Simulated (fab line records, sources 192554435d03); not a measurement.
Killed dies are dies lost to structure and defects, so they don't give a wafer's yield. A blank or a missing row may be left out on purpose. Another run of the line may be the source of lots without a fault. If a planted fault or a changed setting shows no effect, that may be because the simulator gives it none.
Split-lot trial + flow n5 finfet + 7 lots, 21 wafers read, on a route of 1938 steps

== ON THE SPLIT ==
At N5_BEOL_M7_ILD_DEP_00 (deposits SiCOH lowk from DEMS/porogen, target thk 179.75 nm, time 33.4 s), the setting time s was moved away from the recipe's 33.4 s on 10 of the 21 wafers read, by -12.9% to +13.1%. This setting was run at the recipe's value on the other wafers.

== FROM SPLIT TO READING: 1 step shown by the file between the two ==
- N5_BEOL_M7_CURE_74: cures SiCOH lowk, time 240 s

== THE READING ==
M7_ILD_THK at N5_BEOL_M7_THK_MEAS_01, in nm. On this fab line, fault-free wafers typically give 154.3 nm with a standard deviation of 1.9 nm.

| wafer  | tool, chamber at the split | time s as run, s | against the recipe | M7_ILD_THK, nm | against lot-mates on the recipe |
|--------|----------------------------|------------------|--------------------|----------------|---------------------------------|
| L074.3 | pecvd-03, 1                | 33.4             | recipe             | 151.7          | -                               |
| L074.5 | pecvd-03, 2                | 33.4             | recipe             | 153.8          | -                               |
| L074.6 | pecvd-03, 1                | 37.78            | +13.1%             | 174.8          | +22.1                           |
| L078.1 | pecvd-03, 1                | 29.1             | -12.9%             | 131.5          | -22.6                           |
| L078.2 | pecvd-03, 0                | 29.1             | -12.9%             | 133.6          | -20.5                           |
| L078.4 | pecvd-03, 1                | 33.4             | recipe             | 154.1          | -                               |
| L082.4 | pecvd-02, 2                | 33.4             | recipe             | 159.2          | -                               |
| L082.5 | pecvd-02, 1                | 36.16            | +8.3%              | 171.2          | +11.8                           |
| L082.6 | pecvd-02, 0                | 33.4             | recipe             | 159.5          | -                               |
| L084.1 | pecvd-01, 2                | 33.4             | recipe             | 153.3          | -                               |
| L084.4 | pecvd-01, 0                | 29.9             | -10.5%             | 139.8          | -15.1                           |
| L084.6 | pecvd-01, 1                | 33.4             | recipe             | 156.4          | -                               |
| L089.1 | pecvd-02, 2                | 33.4             | recipe             | 152.2          | -                               |
| L089.4 | pecvd-02, 2                | 33.4             | recipe             | 155.6          | -                               |
| L089.5 | pecvd-02, 0                | 33.4             | recipe             | 154.5          | -                               |
| L092.2 | pecvd-02, 1                | 37.02            | +10.8%             | 169.5          | +14.8                           |
| L092.3 | pecvd-02, 2                | 33.4             | recipe             | 154.7          | -                               |
| L092.6 | pecvd-02, 0                | 37.02            | +10.8%             | 172.5          | +17.8                           |
| L097.1 | pecvd-03, 1                | 35.53            | +6.4%              | 160.0          | no lot-mate on the recipe       |
| L097.3 | pecvd-03, 2                | 35.53            | +6.4%              | 163.8          | no lot-mate on the recipe       |
| L097.6 | pecvd-03, 0                | 35.53            | +6.4%              | 163.2          | no lot-mate on the recipe       |

THE FIT
A straight line over all 21 wafers: M7_ILD_THK changes by +1.57 nm for each +1% of time s; r = +0.98; the points scatter about the line by 2.5 nm.
The same after taking each lot's own level away (the mean of its wafers on the recipe; 18 wafers): +1.59 nm for each +1%; r = +0.99; scatter 1.4 nm.
According to that fit, moving time s by its largest amount changes the reading by 21 nm.
The span of the lots' own levels, 152.75 to 159.35 nm, comes to 3.5 times the standard deviation stated above.
Hence the lot-to-lot level has little effect on the slope; both slopes agree.
Check: +20.2 nm against its lot-mates is what the line predicts for one of the wafers moved furthest among these (+13.1%) when that wafer is left out of the fit. Against them it came out at +22.1 nm.

== THE OTHER SPLITS THESE WAFERS WENT THROUGH ==
Before the reading, these wafers also passed through other splits. Each is held against what the fit with the lots' levels taken away leaves over:
| other split on the same wafers     | wafers away from the commonest value | r with M7_ILD_THK (lot level and that fit taken away) |
|------------------------------------|--------------------------------------|-------------------------------------------------------|
| N5_BEOL_M3_EXPOSE_08 dose mj       | 6                                    | +0.36                                                 |
| N5_BEOL_M3_EXPOSE_25 dose mj       | 6                                    | +0.04                                                 |
| N5_BEOL_M4_DESCUM_33 time s        | 8                                    | -0.06                                                 |
| N5_BEOL_M4_ETCH_70 source w        | 5                                    | -0.20                                                 |
| N5_BEOL_M5_ETCH_41 source w        | 5                                    | -0.17                                                 |
| N5_BEOL_M6_TRENCH_ETCH_37 source w | 6                                    | +0.29                                                 |

== THE WHOLE CHAIN: every reading that the file lists as answering this split, in the file's order ==
| step                   | what it does                                                             | reading                                                                                  | change (the file's fit)              | r (the file's) |
|------------------------|--------------------------------------------------------------------------|------------------------------------------------------------------------------------------|--------------------------------------|----------------|
| N5_BEOL_M7_ILD_DEP_00  | deposits SiCOH lowk from DEMS/porogen, target thk 179.75 nm, time 33.4 s | SiCOH_lowk_of_BEOL_M7_ILD_DEP_00.thk nm (the simulator's own value, which no gauge read) | +1.81 nm for each +1% of the setting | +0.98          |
| N5_BEOL_M7_CURE_74     | cures SiCOH lowk, time 240 s                                             | SiCOH_lowk_of_BEOL_M7_ILD_DEP_00.thk nm (the simulator's own value, which no gauge read) | +1.58 nm for each +1% of the setting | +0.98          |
| N5_BEOL_M7_THK_MEAS_01 |                                                                          | M7_ILD_THK                                                                               | +1.58 for each +1% of the setting    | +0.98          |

== THE FILE'S OWN FIT ==
M7_ILD_THK changes by +1.58 nm for each +1% of time s, r = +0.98.
